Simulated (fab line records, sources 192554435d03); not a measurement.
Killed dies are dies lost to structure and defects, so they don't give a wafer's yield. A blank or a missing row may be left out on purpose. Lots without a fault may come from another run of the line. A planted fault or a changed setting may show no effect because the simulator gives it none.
fab line records | flow n5_finfet
record lots=24 wafers=72 last_day=18
route steps=1938 shown BEOL_M6@1228 BEOL_M7@1278 BEOL_M8@1335
lots that met no fault: from a run of the same line without faults
start_h: hours from the record's first day to the start of the lot's first wafer shown | wait_h: hours since the lot's step before | " the same as in the row above | L1.1+2: a row that stands for several wafers | - no value, or no start given | * or withheld: withheld | < > ~ a bound
route shown NAME@n: a module of which the file shows steps, and the number in the route of the first | usual: mean/standard deviation of fault-free wafers | same: alike in all rows | chamber/n: place in a boat | sites: the reading at each site | _std_site: their standard deviation | _edge_site: outer sites' mean less inner sites' | radius_mm: how far each site lies from the wafer's centre | mask NAME#n: copy n | behind: the tool/chamber that last shaped the wafer | hold: why the lot was held/for how many hours/how that ended | device: the transistor (n, p or np) that didn't switch | end of line: the same wafers' tests at the end of the route | a step without rows: its recipe alone | killed: dies lost to structure and defects at the first sort, not the wafer's yield | map: a wafer's dies, x killed, . not, _ none there
set.NAME: the setting as run; set.NAME@STEP: as run at that earlier step | model.NAME: the simulator's own value behind a step, which no gauge read
steps of the route over a sample of lots; a table a step, a row a wafer
services: from which hour (start_h, from the record's first day; less than 0 if before it) a tool's chamber was out of use, for how many hours, and why
## steps
# step N5_BEOL_M6_OVL_MEAS_29
# recipe points_per_wafer=522
# usual V5_OVL=0.0/0.71
# columns lot.wafer tool chamber start_h wait_h V5_OVL[nm]
L074.1 overlay-01 0 176.17 0.0 0.6
L074.2 " 0 " " 1.4
L074.3 " 0 " " 1.0
L075.1 overlay-02 0 185.40 0.0 -0.3
L075.4 " 0 " " -0.3
L075.6 " 0 " " -0.1
L077.4 overlay-02 0 198.32 0.0 0.1
L077.5 " 0 " " -0.4
L077.6 " 0 " " 0.3
L076.3 overlay-02 0 202.26 0.0 0.9
L076.4 " 0 " " 0.3
L076.5 " 0 " " -0.1
L079.1 overlay-01 0 206.34 0.0 -0.4
L079.2 " 0 " " 0.7
L079.3 " 0 " " 0.2
L078.2 overlay-01 0 214.83 0.0 1.0
L078.4 " 0 " " -0.1
L078.5 " 0 " " 0.3
L080.2 overlay-01 0 228.28 0.0 -0.8
L080.4 " 0 " " 0.8
L080.5 " 0 " " -0.1
L083.1 overlay-01 0 231.82 0.0 0.4
L083.3 " 0 " " 0.5
L083.4 " 0 " " -0.7
L081.2 overlay-01 0 232.00 0.0 0.3
L081.3 " 0 " " -0.2
L081.5 " 0 " " 0.7
L082.1 overlay-01 0 235.81 0.0 0.1
L082.4 " 0 " " -0.7
L082.6 " 0 " " -0.7
L084.1 overlay-02 0 247.15 0.0 0.8
L084.4 " 0 " " 0.0
L084.6 " 0 " " 0.7
L085.1 overlay-02 0 254.48 0.0 -0.8
L085.2 " 0 " " -0.7
L085.3 " 0 " " 0.0
L086.3 overlay-02 0 263.28 0.0 -0.3
L086.4 " 0 " " -0.2
L086.6 " 0 " " -0.6
L087.2 overlay-01 0 274.20 0.0 0.0
L087.3 " 0 " " -0.4
L087.4 " 0 " " 0.3
L089.2 overlay-02 0 276.55 0.0 0.7
L089.4 " 0 " " 1.1
L089.5 " 0 " " 0.7
L088.3 overlay-02 0 281.51 0.0 0.3
L088.4 " 0 " " -0.5
L088.5 " 0 " " -0.4
L090.1 overlay-01 0 294.13 0.0 -0.6
L090.2 " 0 " " 0.6
L090.3 " 0 " " -0.7
L091.1 overlay-01 0 305.36 0.0 -1.0
L091.5 " 0 " " -0.4
L091.6 " 0 " " -0.4
L093.2 overlay-01 0 310.93 0.0 -0.7
L093.4 " 0 " " 0.6
L093.6 " 0 " " 0.4
L094.2 overlay-02 0 311.07 0.0 0.6
L094.3 " 0 " " 0.4
L094.5 " 0 " " -0.2
L095.1 overlay-01 0 317.41 0.0 -1.3
L095.4 " 0 " " -1.2
L095.6 " 0 " " 0.0
L092.1 overlay-02 0 325.47 0.0 -0.5
L092.3 " 0 " " 0.5
L092.4 " 0 " " -1.7
L096.1 overlay-02 0 331.40 0.0 -0.1
L096.4 " 0 " " 1.3
L096.6 " 0 " " 0.7
L097.2 overlay-01 0 347.59 0.0 -0.6
L097.5 " 0 " " -1.0
L097.6 " 0 " " 0.7
# step N5_BEOL_M6_SURFACE_TREAT_79
# recipe gas=Ar time_s=* ion_energy_ev=* ion_current_ma_cm2=0.5 pressure_mtorr=* ar_flow_sccm=30
# usual throttle_valve_pct=*
# columns lot.wafer tool chamber start_h wait_h throttle_valve_pct
L074.1 pvd_sputter-02 - 178.00 0.2 *
L074.2 " - " " *
L074.3 " - " " *
L075.1 pvd_sputter-01 - 187.01 0.2 *
L075.4 " - " " *
L075.6 " - " " *
L077.4 pvd_sputter-02 - 200.04 0.2 *
L077.5 " - " " *
L077.6 " - " " *
L076.3 pvd_sputter-01 - 204.46 0.2 *
L076.4 " - " " *
L076.5 " - " " *
L079.1 pvd_sputter-01 - 208.36 0.2 *
L079.2 " - " " *
L079.3 " - " " *
L078.2 pvd_sputter-01 - 216.92 0.2 *
L078.4 " - " " *
L078.5 " - " " *
L080.2 pvd_sputter-03 - 230.34 0.2 *
L080.4 " - " " *
L080.5 " - " " *
L083.1 pvd_sputter-03 - 233.73 0.2 *
L083.3 " - " " *
L083.4 " - " " *
L081.2 pvd_sputter-02 - 233.85 0.2 *
L081.3 " - " " *
L081.5 " - " " *
L082.1 pvd_sputter-01 - 237.38 0.2 *
L082.4 " - " " *
L082.6 " - " " *
L084.1 pvd_sputter-02 - 250.02 0.2 *
L084.4 " - " " *
L084.6 " - " " *
L085.1 pvd_sputter-01 - 256.39 0.2 *
L085.2 " - " " *
L085.3 " - " " *
L086.3 pvd_sputter-03 - 265.21 0.2 *
L086.4 " - " " *
L086.6 " - " " *
L087.2 pvd_sputter-02 - 277.31 0.2 *
L087.3 " - " " *
L087.4 " - " " *
L089.2 pvd_sputter-02 - 278.47 0.3 *
L089.4 " - " " *
L089.5 " - " " *
L088.3 pvd_sputter-02 - 283.65 0.2 *
L088.4 " - " " *
L088.5 " - " " *
L090.1 pvd_sputter-02 - 295.78 0.2 *
L090.2 " - " " *
L090.3 " - " " *
L091.1 pvd_sputter-03 - 306.77 0.2 *
L091.5 " - " " *
L091.6 " - " " *
L093.2 pvd_sputter-03 - 312.93 0.2 *
L093.4 " - " " *
L093.6 " - " " *
L094.2 pvd_sputter-03 - 313.09 0.2 *
L094.3 " - " " *
L094.5 " - " " *
L095.1 pvd_sputter-03 - 320.77 0.2 *
L095.4 " - " " *
L095.6 " - " " *
L092.1 pvd_sputter-03 - 328.80 0.2 *
L092.3 " - " " *
L092.4 " - " " *
L096.1 pvd_sputter-02 - 333.00 0.2 *
L096.4 " - " " *
L096.6 " - " " *
L097.2 pvd_sputter-03 - 349.72 0.3 *
L097.5 " - " " *
L097.6 " - " " *
# step N5_BEOL_M6_INSPECT_58
# recipe inspect_instrument=darkfield mode=post_dep
# usual raw_defect_count=67/20
# columns lot.wafer tool chamber start_h wait_h raw_defect_count
L074.1 defect_inspect-01 - 179.73 0.0 106
L074.2 " - " " 81
L074.3 " - " " 104
L075.1 defect_inspect-01 - 188.23 0.0 63
L075.4 " - " " 52
L075.6 " - " " 44
L077.4 defect_inspect-01 - 201.39 0.0 106
L077.5 " - " " 56
L077.6 " - " " 30
L076.3 defect_inspect-02 - 205.75 0.0 52
L076.4 " - " " 77
L076.5 " - " " 41
L079.1 defect_inspect-01 - 209.64 0.0 87
L079.2 " - " " 74
L079.3 " - " " 70
L078.2 defect_inspect-01 - 218.37 0.0 55
L078.4 " - " " 53
L078.5 " - " " 57
L080.2 defect_inspect-02 - 231.76 0.0 63
L080.4 " - " " 81
L080.5 " - " " 54
L083.1 defect_inspect-02 - 235.28 0.0 101
L083.3 " - " " 81
L083.4 " - " " 69
L081.2 defect_inspect-02 - 235.74 0.0 37
L081.3 " - " " 38
L081.5 " - " " 41
L082.1 defect_inspect-02 - 239.38 0.0 62
L082.4 " - " " 92
L082.6 " - " " 70
L084.1 defect_inspect-01 - 251.29 0.0 65
L084.4 " - " " 85
L084.6 " - " " 50
L085.1 defect_inspect-01 - 258.53 0.0 40
L085.2 " - " " 62
L085.3 " - " " 78
L086.3 defect_inspect-02 - 266.71 0.0 84
L086.4 " - " " 65
L086.6 " - " " 96
L087.2 defect_inspect-01 - 278.67 0.0 57
L087.3 " - " " 43
L087.4 " - " " 75
L089.2 defect_inspect-02 - 279.67 0.0 63
L089.4 " - " " 69
L089.5 " - " " 44
L088.3 defect_inspect-01 - 285.24 0.0 87
L088.4 " - " " 60
L088.5 " - " " 98
L090.1 defect_inspect-02 - 296.98 0.0 48
L090.2 " - " " 44
L090.3 " - " " 49
L091.1 defect_inspect-01 - 308.17 0.0 57
L091.5 " - " " 76
L091.6 " - " " 73
L093.2 defect_inspect-01 - 314.20 0.0 55
L093.4 " - " " 48
L093.6 " - " " 54
L094.2 defect_inspect-01 - 315.93 0.0 70
L094.3 " - " " 90
L094.5 " - " " 72
L095.1 defect_inspect-01 - 322.07 0.0 104
L095.4 " - " " 69
L095.6 " - " " 89
L092.1 defect_inspect-02 - 330.07 0.0 66
L092.3 " - " " 68
L092.4 " - " " 74
L096.1 defect_inspect-01 - 334.27 0.0 78
L096.4 " - " " 78
L096.6 " - " " 52
L097.2 defect_inspect-02 - 352.26 0.0 54
L097.5 " - " " 51
L097.6 " - " " 43
# step N5_BEOL_M7_INSPECT_13
# recipe mode=adi inspect_instrument=brightfield
# usual raw_defect_count=410/84
# columns lot.wafer tool chamber start_h wait_h raw_defect_count
L074.1 defect_inspect-01 - 181.48 0.0 432
L074.2 " - " " 326
L074.3 " - " " 409
L075.1 defect_inspect-01 - 190.31 0.0 414
L075.4 " - " " 401
L075.6 " - " " 317
L077.4 defect_inspect-02 - 204.27 0.0 390
L077.5 " - " " 439
L077.6 " - " " 395
L076.3 defect_inspect-01 - 207.96 0.0 479
L076.4 " - " " 343
L076.5 " - " " 487
L079.1 defect_inspect-01 - 212.18 0.0 587
L079.2 " - " " 526
L079.3 " - " " 348
L078.2 defect_inspect-01 - 220.94 0.0 384
L078.4 " - " " 327
L078.5 " - " " 329
L080.2 defect_inspect-01 - 233.36 0.0 355
L080.4 " - " " 356
L080.5 " - " " 291
L083.1 defect_inspect-02 - 237.07 0.0 505
L083.3 " - " " 456
L083.4 " - " " 531
L081.2 defect_inspect-01 - 237.36 0.0 406
L081.3 " - " " 393
L081.5 " - " " 317
L082.1 defect_inspect-02 - 241.54 0.0 335
L082.4 " - " " 428
L082.6 " - " " 341
L084.1 defect_inspect-01 - 255.30 0.0 314
L084.4 " - " " 298
L084.6 " - " " 268
L085.1 defect_inspect-02 - 260.45 0.0 431
L085.2 " - " " 340
L085.3 " - " " 324
L086.3 defect_inspect-02 - 270.43 0.0 447
L086.4 " - " " 417
L086.6 " - " " 483
L087.2 defect_inspect-02 - 281.36 0.0 289
L087.3 " - " " 304
L087.4 " - " " 308
L089.2 defect_inspect-01 - 281.60 0.0 453
L089.4 " - " " 439
L089.5 " - " " 483
L088.3 defect_inspect-01 - 288.54 0.0 344
L088.4 " - " " 426
L088.5 " - " " 467
L090.1 defect_inspect-02 - 300.69 0.0 358
L090.2 " - " " 314
L090.3 " - " " 384
L091.1 defect_inspect-01 - 309.31 0.0 313
L091.5 " - " " 383
L091.6 " - " " 383
L093.2 defect_inspect-01 - 316.41 0.0 498
L093.4 " - " " 470
L093.6 " - " " 505
L094.2 defect_inspect-02 - 318.04 0.0 467
L094.3 " - " " 344
L094.5 " - " " 327
L095.1 defect_inspect-01 - 323.89 0.0 563
L095.4 " - " " 524
L095.6 " - " " 509
L092.1 defect_inspect-01 - 332.66 0.0 482
L092.3 " - " " 410
L092.4 " - " " 645
L096.1 defect_inspect-01 - 336.03 0.0 419
L096.4 " - " " 329
L096.6 " - " " 301
L097.2 defect_inspect-01 - 355.39 0.0 418
L097.5 " - " " 359
L097.6 " - " " 323
# step N5_BEOL_M7_CD_MEAS_28
# recipe target_cd_nm=40 landing_energy_ev=500 detector=se_inlens
# usual cd_nm=40.05/0.23
# same landing_energy_ev=500
# columns lot.wafer tool chamber start_h wait_h cd_nm
L074.1 cd_sem-02 0 185.63 - 39.68
L074.2 " 0 " " 40.07
L074.3 " 0 " " 40.11
L075.1 cd_sem-02 0 192.32 - 39.61
L075.4 " 0 " " 40.04
L075.6 " 0 " " 40.19
L077.4 cd_sem-03 0 206.35 - 40.02
L077.5 " 0 " " 39.74
L077.6 " 0 " " 40.37
L076.3 cd_sem-03 0 208.92 - 40.29
L076.4 " 0 " " 40.03
L076.5 " 0 " " 40.28
L079.1 cd_sem-01 0 214.78 - 40.20
L079.2 " 0 " " 40.01
L079.3 " 0 " " 39.86
L078.2 cd_sem-01 0 224.16 - 40.23
L078.4 " 0 " " 39.81
L078.5 " 0 " " 39.46
L080.2 cd_sem-01 0 235.46 - 39.93
L080.4 " 0 " " 39.75
L080.5 " 0 " " 39.95
L083.1 cd_sem-03 0 238.23 - 39.88
L083.3 " 0 " " 40.28
L083.4 " 0 " " 40.10
L081.2 cd_sem-01 0 238.49 - 40.01
L081.3 " 0 " " 40.22
L081.5 " 0 " " 39.95
L082.1 cd_sem-03 0 244.74 - 40.15
L082.4 " 0 " " 40.12
L082.6 " 0 " " 40.18
L084.1 cd_sem-02 0 258.78 - 40.03
L084.4 " 0 " " 40.16
L084.6 " 0 " " 39.80
L085.1 cd_sem-02 0 263.19 - 40.17
L085.2 " 0 " " 39.93
L085.3 " 0 " " 40.26
L086.3 cd_sem-03 0 273.80 - 40.24
L086.4 " 0 " " 40.12
L086.6 " 0 " " 40.24
L087.2 cd_sem-01 0 282.43 - 39.83
L087.3 " 0 " " 39.95
L087.4 " 0 " " 40.10
L089.2 cd_sem-03 0 282.83 - 40.10
L089.4 " 0 " " 40.05
L089.5 " 0 " " 39.68
L088.3 cd_sem-01 0 291.05 - 40.24
L088.4 " 0 " " 40.03
L088.5 " 0 " " 40.12
L090.1 cd_sem-03 0 306.03 - 40.51
L090.2 " 0 " " 40.07
L090.3 " 0 " " 40.08
L091.1 cd_sem-02 0 310.74 - 40.20
L091.5 " 0 " " 40.29
L091.6 " 0 " " 40.07
L093.2 cd_sem-01 0 317.86 - 40.28
L093.4 " 0 " " 39.96
L093.6 " 0 " " 40.57
L094.2 cd_sem-02 0 320.09 - 40.18
L094.3 " 0 " " 40.08
L094.5 " 0 " " 39.87
L095.1 cd_sem-01 0 325.48 - 40.23
L095.4 " 0 " " 39.90
L095.6 " 0 " " 39.61
L092.1 cd_sem-01 0 334.71 - 40.20
L092.3 " 0 " " 40.22
L092.4 " 0 " " 39.75
L096.1 cd_sem-01 0 342.17 - 40.05
L096.4 " 0 " " 39.83
L096.6 " 0 " " 39.89
L097.2 cd_sem-02 0 358.22 - 40.12
L097.5 " 0 " " 39.99
L097.6 " 0 " " 39.78
# step N5_BEOL_M8_PECVD_70
# recipe material=SiO2 target_thk_a=200 temp_c=400 precursor=TEOS/O2 pressure_torr=5.5 rf_w=450 teos_flow_sccm=53.8 gas=O2 flow_sccm=3000 time_s=22.7
# usual heater_power_w=755/130 showerhead_plenum_p_Torr=8.84/0.085 throttle_valve_pct=22.2/0.69
# columns lot.wafer tool chamber start_h wait_h heater_power_w showerhead_plenum_p_Torr throttle_valve_pct
L074.1 pecvd-01 1 191.50 0.0 590 8.76 21.4
L074.2 " 2 " " 633 8.84 21.2
L074.3 " 0 " " 739 8.87 22.2
L075.1 pecvd-04 2 198.34 0.0 1046 8.97 21.4
L075.4 " 1 " " 935 8.80 22.0
L075.6 " 2 " " 1046 8.98 21.5
L077.4 pecvd-02 0 210.61 0.1 684 8.87 22.7
L077.5 " 1 " " 720 8.87 23.4
L077.6 " 2 " " 647 8.66 22.3
L076.3 pecvd-02 2 213.87 0.0 589 8.65 22.2
L076.4 " 2 " " 586 8.66 22.3
L076.5 " 1 " " 662 8.89 23.6
L079.1 pecvd-01 1 219.17 0.0 592 8.75 21.4
L079.2 " 0 " " 758 8.86 22.0
L079.3 " 1 " " 601 8.75 21.2
L078.2 pecvd-04 1 228.31 0.0 807 8.81 21.9
L078.4 " 1 " " 770 8.81 22.1
L078.5 " 0 " " 703 8.85 22.4
L080.2 pecvd-01 1 239.03 0.0 524 8.75 21.4
L080.4 " 0 " " 860 8.88 22.0
L080.5 " 1 " " 510 8.77 21.5
L083.1 pecvd-02 1 242.06 0.0 639 8.88 23.7
L083.3 " 0 " " 662 8.86 23.1
L083.4 " 1 " " 636 8.89 23.7
L081.2 pecvd-04 2 243.66 0.0 922 8.97 22.0
L081.3 " 0 " " 774 8.87 22.3
L081.5 " 2 " " 926 8.95 21.9
L082.1 pecvd-04 0 248.61 0.0 750 8.89 22.5
L082.4 " 0 " " 766 8.87 22.3
L082.6 " 1 " " 848 8.81 21.8
L084.1 pecvd-04 0 262.52 0.0 654 8.89 22.6
L084.4 " 0 " " 628 8.86 22.4
L084.6 " 2 " " 887 8.97 21.7
L085.1 pecvd-04 1 267.09 0.0 862 8.81 22.1
L085.2 " 0 " " 715 8.88 22.2
L085.3 " 2 " " 886 8.98 21.7
L086.3 pecvd-02 1 279.80 0.0 664 8.86 23.8
L086.4 " 0 " " 564 8.85 22.8
L086.6 " 2 " " 675 8.65 22.5
L087.2 pecvd-04 1 286.43 0.0 926 8.80 21.8
L087.3 " 0 " " 668 8.88 22.6
L087.4 " 0 " " 689 8.87 22.6
L089.2 pecvd-01 0 286.73 0.0 793 8.90 22.0
L089.4 " 2 " " 749 8.78 20.8
L089.5 " 1 " " 590 8.75 21.4
L088.3 pecvd-04 0 295.12 0.0 787 8.87 22.4
L088.4 " 2 " " 911 8.97 21.8
L088.5 " 1 " " 920 8.80 21.9
L090.1 pecvd-04 0 309.74 0.0 680 8.87 22.4
L090.2 " 2 " " 908 8.98 22.0
L090.3 " 1 " " 910 8.81 22.0
L091.1 pecvd-02 2 314.91 0.0 609 8.66 22.4
L091.5 " 0 " " 653 8.84 22.9
L091.6 " 2 " " 617 8.65 22.8
L093.2 pecvd-01 1 322.99 0.0 552 8.77 21.4
L093.4 " 2 " " 726 8.79 21.1
L093.6 " 1 " " 542 8.76 21.2
L094.2 pecvd-01 2 324.25 0.0 712 8.80 21.2
L094.3 " 1 " " 587 8.76 21.3
L094.5 " 1 " " 572 8.76 21.2
L095.1 pecvd-01 0 331.19 0.0 873 8.88 22.3
L095.4 " 2 " " 594 8.78 20.8
L095.6 " 0 " " 857 8.86 22.1
L092.1 pecvd-04 2 339.78 0.0 1014 8.97 21.8
L092.3 " 0 " " 758 8.87 22.3
L092.4 " 0 " " 757 8.87 22.7
L096.1 pecvd-04 1 346.79 0.0 938 8.79 22.2
L096.4 " 2 " " 1019 8.97 22.2
L096.6 " 0 " " 774 8.88 22.5
L097.2 pecvd-02 0 362.73 0.0 598 8.87 22.9
L097.5 " 1 " " 671 8.88 23.6
L097.6 " 2 " " 593 8.65 22.8
## services
# columns tool chamber start_h hours kind
pecvd-02 2 166.02 23.7 repair
pecvd-04 0 174.90 2.1 scheduled_down
pecvd-01 0 175.57 5.5 scheduled_down
pecvd-04 - 182.39 1.5 repair
pecvd-04 1 188.20 4.6 repair
pecvd-01 - 188.36 0.8 repair
pecvd-04 1 194.61 2.1 scheduled_down
pecvd-02 0 200.13 5.0 scheduled_down
pecvd-01 2 202.38 - clean
pecvd-01 2 202.38 - consumable_replace:showerhead
pecvd-01 2 202.38 29.0 scheduled_down
pecvd-01 2 202.38 29.0 vent_cycle
pecvd-02 - 239.60 1.0 repair
pecvd-01 - 242.73 2.0 repair
pecvd-01 1 268.27 3.6 repair
pvd_sputter-02 - 305.99 6.3 repair
pecvd-01 2 314.61 4.8 repair
pecvd-01 0 326.49 2.1 scheduled_down
pecvd-04 0 328.05 5.5 scheduled_down
pecvd-01 0 335.08 - calibration
pecvd-01 - 337.11 14.6 pm
pecvd-04 - 350.50 5.5 pm
pvd_sputter-02 - 359.20 3.8 repair
pecvd-04 - 359.46 1.0 repair
## key
fault none
